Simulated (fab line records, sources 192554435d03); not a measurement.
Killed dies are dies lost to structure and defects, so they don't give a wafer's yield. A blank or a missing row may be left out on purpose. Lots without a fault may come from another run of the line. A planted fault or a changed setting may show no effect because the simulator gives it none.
fab line records | flow n5_finfet
record lots=7 wafers=21 last_day=17
route steps=1938 shown MOL_CONTACT_COAG@612 BEOL_M4@1111
lots that met no fault: from a run of the same line without faults
start_h: hours from the record's first day to the start of the lot's first wafer shown | wait_h: hours since the lot's step before | " the same as in the row above | L1.1+2: a row that stands for several wafers | - no value, or no start given | * or withheld: withheld | < > ~ a bound
route shown NAME@n: a module of which the file shows steps, and the number in the route of the first | usual: mean/standard deviation of fault-free wafers | same: alike in all rows | chamber/n: place in a boat | sites: the reading at each site | _std_site: their standard deviation | _edge_site: outer sites' mean less inner sites' | radius_mm: how far each site lies from the wafer's centre | mask NAME#n: copy n | behind: the tool/chamber that last shaped the wafer | hold: why the lot was held/for how many hours/how that ended | device: the transistor (n, p or np) that didn't switch | end of line: the same wafers' tests at the end of the route | a step without rows: its recipe alone | killed: dies lost to structure and defects at the first sort, not the wafer's yield | map: a wafer's dies, x killed, . not, _ none there
set.NAME: the setting as run; set.NAME@STEP: as run at that earlier step | model.NAME: the simulator's own value behind a step, which no gauge read
lots at some steps of the route; a table a step, a row a wafer
services: from which hour (start_h, from the record's first day; less than 0 if before it) a tool's chamber was out of use, for how many hours, and why
## steps
# step N5_MOL_CONTACT_COAG_STRIP_69
# recipe chemistry=N2/H2 temp_c=40 n2_flow_sccm=200 h2_flow_sccm=200 rf_frequency_hz=6e+07
# step N5_MOL_CONTACT_COAG_ETCHBACK_136
# recipe chemistry=CHF3 target=SiO2 target_depth_a=250 time_s=16.7 ion_energy_ev=200 pressure_mtorr=30 source_w=610 bias_w=170 Ar_flow_sccm=200 CHF3_flow_sccm=50
# usual bias_w=170.0/0.53 drypump_motor_current_A=5.7/0.58 mfc_ar_sccm=200.0/0.6 oes_product_au=0.79/0.085 rf_vpp_V=522/12 showerhead_plenum_p_Torr=2.40/0.081 throttle_valve_pct=18.64/0.21
# columns lot.wafer tool chamber start_h wait_h bias_w drypump_motor_current_A mfc_ar_sccm oes_product_au rf_hours_counter_h rf_vpp_V showerhead_plenum_p_Torr throttle_valve_pct
L809.1 rie_diel-02 3 108.29 0.0 169.4 6.5 199.6 0.72 180 505 2.36 18.79
L809.2 " 2 " " 169.2 4.7 201.1 0.81 93 528 2.49 18.34
L809.5 " 0 " " 170.6 5.5 200.3 0.81 - 515 2.39 18.51
L811.1 rie_diel-02 2 121.19 0.0 170.7 4.7 199.4 0.80 98 526 2.49 18.34
L811.4 " 2 " " 170.1 4.7 200.1 0.80 - 527 2.49 18.35
L811.6 " 3 " " 169.9 6.5 200.2 0.71 - 505 2.36 18.83
L813.3 rie_diel-06 2 132.89 0.0 169.4 6.4 200.3 0.97 10 540 2.52 18.43
L813.4 " 3 " " 170.4 5.7 199.3 0.69 238 522 2.34 18.61
L813.6 " 1 " " 169.4 5.5 199.7 0.69 - 500 2.46 19.19
L815.1 rie_diel-06 2 144.33 0.0 169.9 6.4 199.8 0.97 13 539 2.52 18.44
L815.3 " 1 " " 170.1 5.5 200.2 0.69 226 501 2.46 19.18
L815.4 " 0 " " 169.8 4.8 200.3 0.90 37 535 2.30 18.34
L816.4 rie_diel-02 2 150.14 0.0 169.5 4.7 200.6 0.80 109 526 2.49 18.36
L816.5 " 3 " " 170.9 6.5 199.9 0.70 - 505 2.36 18.84
L816.6 " 0 " " 169.5 5.5 198.7 0.80 - 516 2.38 18.55
L818.1 rie_diel-06 3 161.66 0.0 169.5 5.7 199.2 0.68 246 521 2.33 18.61
L818.5 " 3 " " 170.1 5.7 200.0 0.68 - 521 2.33 18.64
L818.6 " 2 " " 169.7 6.4 199.9 0.93 - 539 2.52 18.45
L829.2 rie_diel-05 3 227.73 0.0 169.9 5.8 200.8 0.89 26 533 2.31 18.71
L829.4 " 0 " " 170.2 5.5 199.4 0.78 - 523 2.29 18.60
L829.6 " 3 " " 170.6 5.8 200.8 0.89 - 534 2.31 18.70
# step N5_MOL_CONTACT_COAG_STRIP_120
# recipe chemistry=CHF3 resist=SiARC rf_frequency_hz=6e+07
# step N5_MOL_CONTACT_COAG_VIA_ETCH_117
# recipe chemistry=C4F6/O2 target_depth_a=400 overetch_a=80 mask_material=SOC target=SiO2 bias_w=455 pressure_mtorr=10 time_s=26 source_w=325 Ar_flow_sccm=300 C4F6_flow_sccm=10 O2_flow_sccm=10 ion_energy_ev=575.3 ends=end_point
# usual bias_w=454.9/1.3 drypump_motor_current_A=5.7/0.58 mfc_ar_sccm=300.0/0.9 oes_product_au=0.72/0.071 rf_vpp_V=1581/34 showerhead_plenum_p_Torr=2.86/0.096 throttle_valve_pct=40.9/0.51
# columns lot.wafer tool chamber start_h wait_h bias_w drypump_motor_current_A mfc_ar_sccm oes_product_au rf_hours_counter_h rf_vpp_V showerhead_plenum_p_Torr throttle_valve_pct
L809.1 rie_diel-02 3 108.33 0.0 456.1 6.5 298.4 0.65 180 1535 2.82 40.9
L809.2 " 2 " " 455.5 4.7 300.0 0.74 93 1596 2.97 40.0
L809.5 " 0 " " 455.9 5.5 301.5 0.72 - 1568 2.86 40.7
L811.1 rie_diel-02 2 121.23 0.0 452.9 4.7 300.6 0.73 98 1597 2.97 40.0
L811.4 " 2 " " 454.2 4.7 300.1 0.73 - 1594 2.97 40.0
L811.6 " 3 " " 454.6 6.5 299.6 0.65 - 1535 2.81 40.9
L813.3 rie_diel-06 2 132.92 0.0 455.5 6.4 300.5 0.83 10 1629 3.01 40.9
L813.4 " 3 " " 455.8 5.7 299.1 0.62 238 1578 2.79 40.5
L813.6 " 1 " " 455.5 5.5 300.5 0.63 - 1522 2.93 42.0
L815.1 rie_diel-06 2 144.36 0.0 455.7 6.4 299.5 0.81 13 1628 3.01 40.9
L815.3 " 1 " " 454.1 5.6 299.0 0.63 226 1520 2.93 42.0
L815.4 " 0 " " 455.8 4.8 301.5 0.77 37 1619 2.74 40.6
L816.4 rie_diel-02 2 150.17 0.0 454.5 4.7 299.2 0.72 109 1595 2.96 40.0
L816.5 " 3 " " 454.8 6.5 300.8 0.65 - 1533 2.81 40.9
L816.6 " 0 " " 456.7 5.5 300.4 0.71 - 1566 2.85 40.7
L818.1 rie_diel-06 3 161.69 0.0 454.6 5.7 299.8 0.62 246 1578 2.79 40.5
L818.5 " 3 " " 454.0 5.7 298.4 0.62 - 1577 2.79 40.4
L818.6 " 2 " " 454.3 6.4 300.8 0.80 - 1628 3.00 40.9
L829.2 rie_diel-05 3 227.76 0.0 457.0 5.7 301.1 0.81 26 1614 2.76 41.6
L829.4 " 0 " " 456.5 5.5 300.1 0.71 - 1581 2.73 40.7
L829.6 " 3 " " 455.9 5.7 301.5 0.81 - 1611 2.76 41.6
# step N5_MOL_CONTACT_COAG_ETCH_124
# recipe chemistry=CH3F/O2 target=SiNx target_depth_a=65 mask_material=SOC stop_on=SiOC over_etch_frac=0.3 ion_energy_ev=120 pressure_mtorr=30 source_w=395 bias_w=73 Ar_flow_sccm=150 CH3F_flow_sccm=30 O2_flow_sccm=20 ends=end_point
# usual bias_w=73.01/0.23 drypump_motor_current_A=5.7/0.58 mfc_ar_sccm=150.0/0.43 oes_product_au=0.68/0.069 rf_vpp_V=296/6.9 showerhead_plenum_p_Torr=2.01/0.07 throttle_valve_pct=16.24/0.2
# columns lot.wafer tool chamber start_h wait_h bias_w drypump_motor_current_A mfc_ar_sccm oes_product_au rf_hours_counter_h rf_vpp_V showerhead_plenum_p_Torr throttle_valve_pct
L809.1 rie_diel-02 3 108.36 0.0 73.01 6.4 149.8 0.62 180 289 1.98 16.41
L809.2 " 2 " " 73.32 4.7 150.3 0.70 93 299 2.10 15.95
L809.5 " 0 " " 72.99 5.5 149.9 0.69 - 293 2.01 16.16
L811.1 rie_diel-02 2 121.25 0.0 73.11 4.7 149.1 0.69 98 298 2.09 15.96
L811.4 " 2 " " 73.10 4.7 149.7 0.69 - 298 2.10 15.95
L811.6 " 3 " " 72.73 6.4 151.0 0.62 - 287 1.98 16.42
L813.3 rie_diel-06 2 132.95 0.0 73.61 6.4 150.2 0.80 10 308 2.13 16.02
L813.4 " 3 " " 72.96 5.6 150.0 0.60 238 295 1.96 16.26
L813.6 " 1 " " 72.81 5.5 149.8 0.60 - 284 2.06 16.77
L815.1 rie_diel-06 2 144.39 0.0 73.38 6.4 149.6 0.79 13 306 2.13 16.04
L815.3 " 0 " " 73.12 4.9 150.0 0.75 37 305 1.94 15.99
L815.4 " 1 " " 72.97 5.5 150.3 0.59 226 284 2.06 16.76
L816.4 rie_diel-02 2 150.20 0.0 72.72 4.7 149.7 0.68 109 299 2.09 15.99
L816.5 " 3 " " 73.33 6.5 150.2 0.60 - 286 1.98 16.44
L816.6 " 0 " " 73.03 5.5 149.6 0.68 - 292 2.01 16.16
L818.1 rie_diel-06 3 161.72 0.0 72.53 5.7 150.6 0.59 246 295 1.96 16.28
L818.5 " 3 " " 72.81 5.7 150.8 0.59 - 297 1.96 16.29
L818.6 " 2 " " 72.47 6.4 149.4 0.78 - 305 2.12 16.03
L829.2 rie_diel-05 3 227.79 0.0 72.92 5.7 150.2 0.76 26 301 1.94 16.28
L829.4 " 0 " " 73.12 5.4 149.7 0.67 - 298 1.92 16.19
L829.6 " 3 " " 72.85 5.7 150.4 0.77 - 303 1.94 16.28
# step N5_MOL_CONTACT_COAG_ETCH_48
# recipe chemistry=C4F6/O2 target_depth_a=150 overetch_a=45 mask_material=SOC target=SiOC bias_w=465 pressure_mtorr=10 time_s=17 source_w=335 Ar_flow_sccm=300 C4F6_flow_sccm=10 O2_flow_sccm=10 ion_energy_ev=576
# usual bias_w=465.0/1.4 drypump_motor_current_A=5.7/0.59 mfc_ar_sccm=300.1/0.87 oes_product_au=0.68/0.079 rf_vpp_V=1583/35 showerhead_plenum_p_Torr=2.86/0.096 throttle_valve_pct=40.5/0.5
# columns lot.wafer tool chamber start_h wait_h bias_w drypump_motor_current_A mfc_ar_sccm oes_product_au rf_hours_counter_h rf_vpp_V showerhead_plenum_p_Torr throttle_valve_pct
L809.1 rie_diel-02 3 108.40 0.0 465.3 6.5 300.3 0.61 180 1536 2.82 40.4
L809.2 " 2 " " 466.1 4.7 298.7 0.67 93 1597 2.97 39.6
L809.5 " 0 " " 467.6 5.5 299.9 0.66 - 1569 2.86 40.3
L811.1 rie_diel-02 2 121.29 0.0 462.7 4.7 300.1 0.71 98 1597 2.97 39.6
L811.4 " 2 " " 464.4 4.7 300.1 0.69 - 1598 2.97 39.6
L811.6 " 3 " " 466.0 6.4 301.3 0.60 - 1536 2.81 40.4
L813.3 rie_diel-06 2 132.99 0.0 465.8 6.4 299.6 0.86 10 1630 3.01 40.5
L813.4 " 3 " " 466.6 5.7 299.7 0.60 238 1580 2.79 40.0
L813.6 " 1 " " 460.9 5.5 301.0 0.63 - 1523 2.93 41.6
L815.1 rie_diel-06 2 144.43 0.0 465.4 6.4 299.4 0.82 13 1629 3.01 40.5
L815.3 " 1 " " 465.8 5.5 300.4 0.59 226 1523 2.93 41.6
L815.4 " 1 " " 466.9 5.6 299.2 0.60 - 1523 2.93 41.6
L816.4 rie_diel-02 2 150.24 0.0 464.3 4.7 299.7 0.66 109 1597 2.96 39.6
L816.5 " 3 " " 464.5 6.5 300.1 0.57 - 1535 2.81 40.4
L816.6 " 0 " " 464.3 5.5 302.3 0.64 - 1567 2.85 40.3
L818.1 rie_diel-06 3 161.76 0.0 464.8 5.7 299.6 0.63 246 1580 2.78 40.1
L818.5 " 3 " " 463.4 5.7 298.8 0.63 - 1581 2.79 40.0
L818.6 " 2 " " 464.4 6.4 300.0 0.80 - 1630 3.00 40.5
L829.2 rie_diel-05 3 227.83 0.0 463.7 5.7 302.0 0.76 26 1613 2.76 41.1
L829.4 " 0 " " 467.3 5.4 302.2 0.67 - 1583 2.73 40.3
L829.6 " 3 " " 466.0 5.7 299.8 0.81 - 1615 2.76 41.1
# step N5_MOL_CONTACT_COAG_STRIP_72
# recipe chemistry=N2/H2 power_w=450 temp_c=40 pressure_mtorr=20 rf_frequency_hz=6e+07 overash_fraction=3 bias_power_w=7 h2_frac=0.5 n2_flow_sccm=200 h2_flow_sccm=200
# step N5_MOL_CONTACT_COAG_STRIP_49
# recipe chemistry=N2/H2 time_s=30 power_w=1000 temp_c=250 pressure_mtorr=withheld n2_flow_sccm=1750 h2_flow_sccm=3250
# usual drypump_motor_current_A=5.7/0.55 h2_flow_sccm=3253/11 heater_power_w=332/42 temp_c=250.02/0.2
# columns lot.wafer tool chamber start_h wait_h drypump_motor_current_A h2_flow_sccm heater_power_w rf_hours_counter_h temp_c
L809.1 plasma_asher-02 0 108.53 - 4.9 3246 294 89 250.14
L809.2 " 1 " " 6.1 3255 392 89 250.08
L809.5 " 1 " " 6.1 3252 390 - 250.08
L811.1 plasma_asher-02 0 121.43 - 4.9 3262 276 91 249.94
L811.4 " 0 " " 4.9 3246 295 - 250.15
L811.6 " 1 " " 6.1 3251 386 - 250.11
L813.3 plasma_asher-01 1 133.16 - 5.8 3243 324 - 249.89
L813.4 " 0 " " 6.2 3247 309 - 250.03
L813.6 " 1 " " 5.8 3252 338 - 250.03
L815.1 plasma_asher-02 0 144.57 - 4.9 3261 289 95 249.90
L815.3 " 1 " " 6.1 3249 387 - 250.18
L815.4 " 0 " " 4.9 3248 289 - 249.82
L816.4 plasma_asher-02 1 150.39 - 6.1 3262 389 - 250.03
L816.5 " 1 " " 6.1 3272 384 - 250.18
L816.6 " 0 " " 4.9 3244 291 - 250.21
L818.1 plasma_asher-02 0 161.89 - 4.9 3273 285 98 250.10
L818.5 " 0 " " 4.9 3270 296 - 250.13
L818.6 " 1 " " 6.1 3254 377 - 250.26
L829.2 plasma_asher-01 0 227.96 - 6.2 3265 302 70 250.04
L829.4 " 0 " " 6.2 3243 314 - 250.00
L829.6 " 0 " " 6.3 3246 307 - 249.78
# step N5_MOL_CONTACT_COAG_PRECLEAN_138
# recipe chemistry=alkaline_clean temp_c=60 time_s=60 do_ppb=50
# step N5_MOL_CONTACT_COAG_SRD_139
# recipe dry=ipa_marangoni time_s=30 temp_c=23 rinse_liquid=diw
# step N5_MOL_CONTACT_COAG_CD_MEAS_101
# recipe target_cd_nm=16
# usual cd_nm=16.0/0.5
# columns lot.wafer tool chamber start_h wait_h cd_nm
L809.1 cd_sem-01 - 108.68 0.0 15.3
L809.2 " - " " 15.8
L809.5 " - " " 16.7
L811.1 cd_sem-02 - 121.58 0.0 16.2
L811.4 " - " " 16.3
L811.6 " - " " 15.8
L813.3 cd_sem-03 - 133.29 0.0 15.9
L813.4 " - " " 16.3
L813.6 " - " " 15.8
L815.1 cd_sem-01 - 144.71 0.0 16.4
L815.3 " - " " 16.5
L815.4 " - " " 16.0
L816.4 cd_sem-01 - 150.52 0.0 16.4
L816.5 " - " " 15.3
L816.6 " - " " 15.3
L818.1 cd_sem-01 - 162.04 0.0 16.6
L818.5 " - " " 15.9
L818.6 " - " " 16.7
L829.2 cd_sem-02 - 228.11 0.0 16.1
L829.4 " - " " 16.0
L829.6 " - " " 15.5
# step N5_MOL_CONTACT_COAG_PRE_CLEAN_121
# recipe gas=H2/He time_s=* temp_c=withheld
# step N5_MOL_CONTACT_COAG_CVD_140
# recipe material=W target_thk_a=665 mode=selective_fill temp_c=300 time_s=215
# usual heater_power_w=511/38 run_length_s=286.0/0.43
# columns lot.wafer tool chamber start_h wait_h heater_power_w run_length_s
L809.1 cvd_w-01 1 108.81 0.1 450 285.8
L809.2 " 0 " " 541 285.6
L809.5 " 1 " " 462 285.8
L811.1 cvd_w-01 1 121.71 0.1 454 285.5
L811.4 " 0 " " 529 285.7
L811.6 " 1 " " 464 285.9
L813.3 cvd_w-01 1 133.50 0.1 467 370.9
L813.4 " 0 " " 529 286.0
L813.6 " 0 " " 547 371.2
L815.1 cvd_w-01 0 144.85 0.1 538 285.8
L815.3 " 0 " " 539 371.1
L815.4 " 1 " " 465 285.8
L816.4 cvd_w-02 0 150.73 0.1 494 285.4
L816.5 " 1 " " 568 287.4
L816.6 " 0 " " 509 285.6
L818.1 cvd_w-01 0 162.17 0.1 540 285.7
L818.5 " 0 " " 529 285.6
L818.6 " 1 " " 464 370.9
L829.2 cvd_w-02 1 228.24 0.1 562 287.1
L829.4 " 0 " " 501 285.6
L829.6 " 1 " " 545 286.9
# step N5_MOL_CONTACT_COAG_PRECLEAN_127
# recipe chemistry=DIW time_s=57.5 temp_c=23
# step N5_BEOL_M4_RC_MEAS_101
# usual DIBL_N=37.1/2.4 DIBL_P=37/3 IOFF_N=0.18/0.053 IOFF_P=0.21/0.05 ION_N=674/14 ION_P=459/9.2 SS_N=72.1/0.9 SS_P=73.4/0.89 VT_N=250/3.8 VT_P=-251/3.7
# columns lot.wafer tool chamber start_h wait_h DIBL_N[mV/V] DIBL_P[mV/V] IOFF_N[nA/um] IOFF_P[nA/um] ION_N[uA/um] ION_P[uA/um] SS_N[mV/dec] SS_P[mV/dec] VT_N[mV] VT_P[mV]
L809.1 prober-01 0 182.67 0.0 36.8 36 0.16 0.22 678 461 72.7 73.6 252 -251
L809.2 " 0 " " 40.1 36 0.30 0.23 662 457 75.4 72.7 248 -248
L809.5 " 0 " " 36.4 38 0.15 0.23 674 466 71.4 73.4 253 -247
L811.1 prober-01 0 205.65 0.0 41.0 40 0.28 0.27 671 460 73.9 74.1 247 -248
L811.4 " 0 " " 35.1 35 0.14 0.19 666 467 70.9 72.5 250 -248
L811.6 " 0 " " 37.2 37 0.18 0.22 675 464 72.5 73.4 246 -250
L813.3 prober-02 0 206.00 0.3 32.0 29 0.08 0.10 628 434 71.0 71.1 261 -260
L813.4 " 0 " " 35.8 34 0.13 0.15 657 442 71.5 72.9 255 -257
L813.6 " 0 " " 35.8 34 0.13 0.14 645 438 71.7 72.4 255 -259
L815.1 prober-02 0 213.64 0.0 35.3 34 0.14 0.21 671 457 70.7 72.4 249 -251
L815.3 " 0 " " 38.3 36 0.18 0.23 684 464 72.6 73.5 251 -248
L815.4 " 0 " " 35.8 33 0.14 0.18 651 453 71.8 72.6 255 -255
L816.4 prober-01 0 232.50 0.5 36.2 34 0.15 0.18 667 454 70.7 72.9 251 -254
L816.5 " 0 " " 37.8 37 0.18 0.21 664 454 71.8 73.5 250 -253
L816.6 " 0 " " 35.5 33 0.13 0.17 658 449 71.1 72.3 253 -253
L818.1 prober-02 0 234.74 0.0 37.9 39 0.20 0.24 687 469 71.9 74.3 247 -251
L818.5 " 0 " " 33.3 34 0.12 0.16 660 458 71.1 73.4 254 -257
L818.6 " 0 " " 38.5 37 0.22 0.20 666 452 73.4 73.0 249 -252
L829.2 prober-02 0 309.45 0.2 36.6 37 0.19 0.18 665 444 73.1 73.8 248 -254
L829.4 " 0 " " 32.3 33 0.11 0.14 658 448 70.8 71.9 252 -259
L829.6 " 0 " " 30.6 29 0.09 0.10 637 431 71.0 71.6 257 -261
## services
# columns tool chamber start_h hours kind
plasma_asher-02 - 84.41 1.2 repair
rie_diel-06 2 92.18 - clean
rie_diel-06 2 92.18 - consumable_replace:focus_ring
rie_diel-06 2 92.18 - consumable_replace:showerhead
rie_diel-06 2 92.18 13.1 scheduled_down
rie_diel-06 2 92.18 13.1 vent_cycle
rie_diel-06 0 93.20 17.5 repair
plasma_asher-02 - 97.19 2.7 repair
cvd_w-01 - 110.32 0.5 repair
rie_diel-05 2 111.68 4.3 repair
rie_diel-05 3 123.51 - clean
rie_diel-05 3 123.51 - consumable_replace:focus_ring
rie_diel-05 0 153.50 6.6 repair
rie_diel-06 3 172.77 - clean
rie_diel-06 3 172.77 - consumable_replace:focus_ring
rie_diel-06 3 172.77 22.0 scheduled_down
rie_diel-06 3 172.77 22.0 vent_cycle
cvd_w-01 1 184.27 8.4 repair
plasma_asher-02 - 193.41 0.7 repair
rie_diel-05 - 198.73 14.6 pm
rie_diel-06 1 206.72 - clean
rie_diel-06 1 206.72 - consumable_replace:focus_ring
rie_diel-06 1 206.72 22.6 scheduled_down
rie_diel-06 1 206.72 22.6 vent_cycle
## key
first_sign step=N5_MOL_CONTACT_COAG_CVD_140 reading=run_length_s direction=up sigmas=99+ usual=* struck=*
effect none on later readings
met_at N5_MOL_CONTACT_COAG_CVD_140
struck_wafers L813.3,L813.6,L815.3,L818.6
onset_between 121.71 133.50
fault kind=process_parameter_drift tool=cvd_w-01 chamber=- onset_h=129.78 steps=N5_MOL_CONTACT_COAG_CVD_140 channel=time_s offset=* shape=step end_h=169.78 scope=struck_wafers_only acts_in=* stated=*
